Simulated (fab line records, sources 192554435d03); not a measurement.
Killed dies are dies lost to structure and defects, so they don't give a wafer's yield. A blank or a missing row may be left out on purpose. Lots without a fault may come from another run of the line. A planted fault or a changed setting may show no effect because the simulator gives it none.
A struck lot beside a sound one | flow n5_finfet | 16 steps out of a route of 1938
Sound: wafers L369.1, L369.2, L369.4. Struck: wafers L377.2, L377.5, L377.6. The cause comes at the end.
At each step with rows: each side's tool, then ch and its chambers, then its first start. Under that, the readings that differ: sound wafers | struck wafers | difference of the means | sigmas: that difference in standard deviations of wafers without a fault.
alike: readings whose means differ by less than 2 such deviations, and words and numbers that are the same on both sides. not compared: withheld readings, readings that some wafer has no value for, bounds like >300 that may hide the same value, and numbers for which the record gives no deviation and whose values overlap.
The two part at a step that has a row with sigmas, a row that says differs or no value, or rows on one side only. Numbers that don't overlap but have no deviation are shown without sigmas and don't part them. A reading that every wafer of one side lacks parts them only if that side has two wafers or more.

N5_HKMG_FIN_STRIP_34: strips in CF4.
  sound on rie_diel-06 ch 1,2,3, day 5 07:15; struck on rie_diel-04 ch 2,3, day 7 06:24
  alike: chamber_pressure_mTorr, drypump_motor_current_A, oes_product_au, rf_vpp_V, showerhead_plenum_p_Torr, throttle_valve_pct
  not compared: rf_hours_counter_h
then, 3 steps without rows for these wafers: N5_HKMG_FIN_ETCH_35 (etches SOC in N2/H2, target depth 215.8 nm, time 243.4 s); N5_HKMG_FIN_STRIP_92 (strips SOC in N2/H2, time 20 s); N5_HKMG_FIN_WET_ETCH_18 (etches TiN in SC1, time 55 s, target depth 5.2 nm, rinse time 30 s).
N5_HKMG_FIN_STRIP_19: strips in N2/H2, time 360 s.
  sound on plasma_asher-01 ch 0,1, day 5 07:34; struck on plasma_asher-02 ch 0,1, day 7 06:43
  alike: drypump_motor_current_A, heater_power_w, n2_flow_sccm, temp_c
  not compared: rf_hours_counter_h
N5_HKMG_FIN_ALD_91: deposits TiN, target thk 1 nm, pulse time 1 s, purge time 3 s.
  sound on ald_metal-01 ch 0,2,3, day 5 07:56; struck on ald_metal-02 ch 0,1,3, day 7 07:06
  alike: ald_cycles, heater_power_w, precursor_pulse_height_rel, susceptor_temp_C
then, 4 steps without rows for these wafers: N5_HKMG_FIN_COAT_85 (time 60 s, resist thk 300 nm); N5_HKMG_FIN_ETCH_86 (etches SOC in N2/H2, stops on TiN, target depth 393.2 nm); N5_HKMG_FIN_STRIP_89 (strips SOC in N2/H2, time 20 s); N5_HKMG_FIN_WET_ETCH_87 (etches TiN in SC1, time 154.2 s, target depth 4.7 nm, rinse time 30 s).
N5_HKMG_FIN_STRIP_88: strips in N2/H2, time 360 s.
  sound on plasma_asher-01 ch 0,1, day 5 08:34; struck on plasma_asher-02 ch 0,1, day 7 07:41
  reading    | sound                | struck               | difference | sigmas
  temp_c (C) | 300.27 300.02 300.32 | 299.73 299.89 299.76 | -0.41      | -2
  alike: drypump_motor_current_A, heater_power_w, n2_flow_sccm
  not compared: rf_hours_counter_h
N5_HKMG_FIN_NWFM_ALD_20: deposits TiAlC, target thk 2 nm, pulse time 3 s, purge time 2 s.
  sound on ald_metal-02 ch 0,2,3, day 5 08:58; struck on ald_metal-02 ch 0,1,2, day 7 08:04
  alike: ald_cycles, heater_power_w, precursor_pulse_height_rel, susceptor_temp_C
N5_HKMG_FIN_ALD_71: deposits TiN, target thk 1 nm, pulse time 1 s, purge time 3 s.
  sound on ald_metal-02 ch 0,2,3, day 5 09:04; struck on ald_metal-02 ch 0,1,2, day 7 08:10
  reading    | sound    | struck   | difference | sigmas
  ald_cycles | 47 47 47 | 49 49 49 | +2         |
  alike: heater_power_w, precursor_pulse_height_rel, susceptor_temp_C
then, 1 step without rows for these wafers: N5_HKMG_FIN_COAT_66 (time 60 s, resist thk 300 nm).
-- the record jumps here: 4 days lie between the struck wafers' starts before and after (it left off in module HKMG_FIN and takes up again in module BEOL_M4, whose first step shown is number 1111 of the route) --
N5_BEOL_M4_RC_MEAS_101:
  sound on prober-02 ch 0, day 8 23:02; struck on prober-02 ch 0, day 10 22:13
  alike: DIBL_N, DIBL_P, IOFF_N, IOFF_P, ION_N, ION_P, SS_N, SS_P, VT_N, VT_P
then, 1 step without rows for these wafers: N5_PASSIVATION_PROBE_49.

WHERE THEY PART
Only at N5_HKMG_FIN_STRIP_88, within this record. Later steps at which nothing parts them and some readings are alike: N5_HKMG_FIN_NWFM_ALD_20, N5_HKMG_FIN_ALD_71, N5_BEOL_M4_RC_MEAS_101.

WHY: what the simulator had put in
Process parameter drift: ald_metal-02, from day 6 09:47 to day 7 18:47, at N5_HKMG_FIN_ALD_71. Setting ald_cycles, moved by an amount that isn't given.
